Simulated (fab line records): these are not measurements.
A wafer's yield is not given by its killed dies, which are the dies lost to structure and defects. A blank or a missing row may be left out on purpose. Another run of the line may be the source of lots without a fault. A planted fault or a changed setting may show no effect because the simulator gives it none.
Problem report in the 8D (eight disciplines) form, filled by code || flow n5Finfet || the parts of the form that need people (team, actions taken, sign-off) are left out

## 1. WHAT WENT WRONG
rawDefectCount at N5_SPACER0_INSPECT_04 reads a mean of 351 on 1 wafer of 1 lot; wafers without a fault read 136 with a standard deviation of 26. That puts it +8.3 standard deviations away from the usual mean.
The step: inspects for defects (darkfield).
First observed at day 6 19:17: wafer L144.6, on defectInspect-02. Wafers with a number at this step in the record: 24, from 8 lots. The rule behind "out" and "out of limits": a value lying over 4 standard deviations away from the usual mean. Any other wafer with a number is counted as sound.

## 2. WHAT IT IS AND WHAT IT IS NOT
{"question": "which readings at this step", "is": "rawDefectCount", "is not": "-"}
{"question": "which lots", "is": "L144", "is not": "L129, L130, L133, L134, L148, L149, L151"}
{"question": "which wafers of those lots", "is": "L144.6", "is not": "L144.3, L144.4"}
{"question": "read on which gauges", "is": "defectInspect-02", "is not": "defectInspect-01"}
{"question": "when", "is": "from day 6 19:17", "is not": "up to then (14 sound wafers); but 9 sound wafers of L148, L149, L151 came after"}

## 3. SUSPECTS, AND WHAT RULES EACH OUT
Counting: a tool at a process step up to the reading stays a suspect if it ran every lot that is out. Sound lots after the first of them don't rule it out here, since some wafers of a struck lot are sound.
- the gauge at N5_SPACER0_INSPECT_04: ruled out. All the wafers that are out were read on defectInspect-02, but those of them that N5_SD_EPI_N_INSPECT_11 has rows for are out there too, on other tools.
- rieSi-05 at N5_DUMMY_GATE_ETCH_23 (etches poly-Si in HBr/Cl2/O2, target depth 41 nm, time 22.3 s): kept. It ran the lot that is out, L144 (day 6 18:10); its last sound lot up to then is L133 (day 4 00:56).
- rieDiel-02 at N5_DUMMY_GATE_STRIP_48 (strips in N2/H2, time 20 s): kept. It ran the lot that is out, L144 (day 6 18:26); its last sound lot up to then is L133 (day 4 01:18).
- rieSi-05, N5_DUMMY_GATE_ETCH_23: wafers that are out in chamber 2, sound lot-mates in chambers 0, 1.
- rieDiel-02, N5_DUMMY_GATE_STRIP_48: wafers that are out in chamber 2, sound lot-mates in chambers 0, 1.
The count leaves rieDiel-02 at N5_DUMMY_GATE_STRIP_48 and rieSi-05 at N5_DUMMY_GATE_ETCH_23.

## 4. THE CAUSE (what the simulator had put in)
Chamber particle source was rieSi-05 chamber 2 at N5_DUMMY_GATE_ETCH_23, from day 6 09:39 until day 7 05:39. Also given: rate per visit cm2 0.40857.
Of the 2 suspects that counting leaves, this tool is one.

## 5. THE EFFECT CHAIN, in route order
Each row: a reading whose mean over the struck wafers that have a number lies more than 3 standard deviations from the usual. Only readings whose record carries a usual standard deviation are examined. hours: median over the lots of the time between each lot's start at the first step of this table that gives one and its start at this step. sigmas: the change, counted in usual standard deviations.
{"hours": 0, "step": "N5_SPACER0_INSPECT_04", "reading": "rawDefectCount", "usual": 136, "on struck wafers": 351, "change": "+215", "sigmas": "+8.3"}
{"hours": 0, "step": "N5_SD_EPI_N_INSPECT_11", "reading": "rawDefectCount", "usual": 2.0, "on struck wafers": 254.0, "change": "+252.0", "sigmas": "+99 or more"}
{"hours": 6, "step": "N5_SD_EPI_N_INSPECT_26", "reading": "rawDefectCount", "usual": 212, "on struck wafers": 436, "change": "+224", "sigmas": "+5.0"}
{"hours": 7, "step": "N5_SD_EPI_P_INSPECT_11", "reading": "rawDefectCount", "usual": 2.0, "on struck wafers": 245.0, "change": "+243.0", "sigmas": "+99 or more"}
{"hours": 289, "step": "N5_PASSIVATION_PROBE_49", "reading": "defectLimitedYield", "usual": "91.2 %", "on struck wafers": 85.4, "change": -5.8, "sigmas": -4.1}
{"hours": 289, "step": "N5_PASSIVATION_PROBE_49", "reading": "killedAtFrontEnd", "usual": 39, "on struck wafers": 97, "change": "+58", "sigmas": "+5.3"}
{"hours": 289, "step": "N5_PASSIVATION_PROBE_49", "reading": "killedDies", "usual": 104, "on struck wafers": 172, "change": "+68", "sigmas": "+4.0"}
{"hours": 289, "step": "N5_PASSIVATION_PROBE_49", "reading": "sort_bin_5_function", "usual": "5.2 %", "on struck wafers": 9.7, "change": "+4.5", "sigmas": "+4.6"}
{"hours": 289, "step": "N5_PASSIVATION_PROBE_49", "reading": "sortNPass", "usual": 1076, "on struck wafers": 1008, "change": -68, "sigmas": -4.0}
{"hours": 289, "step": "N5_PASSIVATION_PROBE_49", "reading": "sortYieldPct", "usual": "91.2 %", "on struck wafers": 85.4, "change": -5.8, "sigmas": -4.1}
It contains these process steps:
- N5_PASSIVATION_PROBE_49
Later steps that measure or inspect, where all struck wafers having a row at the step show a number for every such reading and not one has moved that far: N5_SD_EPI_N_OVL_MEAS_10, N5_BEOL_M4_RC_MEAS_101.

## 6. HOW IT WOULD HAVE BEEN CAUGHT EARLIER
The first out-of-limits reading at a measuring or inspecting step in this record came at day 6 19:17, 10 hours after the fault's start at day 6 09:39.
An alarm limit of 4 standard deviations would not have fired on the tool readings at N5_DUMMY_GATE_ETCH_23 for which the record gives a usual standard deviation, since none of them was out on any struck wafer.
All the lots that are out (1) had begun N5_DUMMY_GATE_ETCH_23 on rieSi-05 by day 6 19:17. Holding the tool at that point would not have protected any of them.
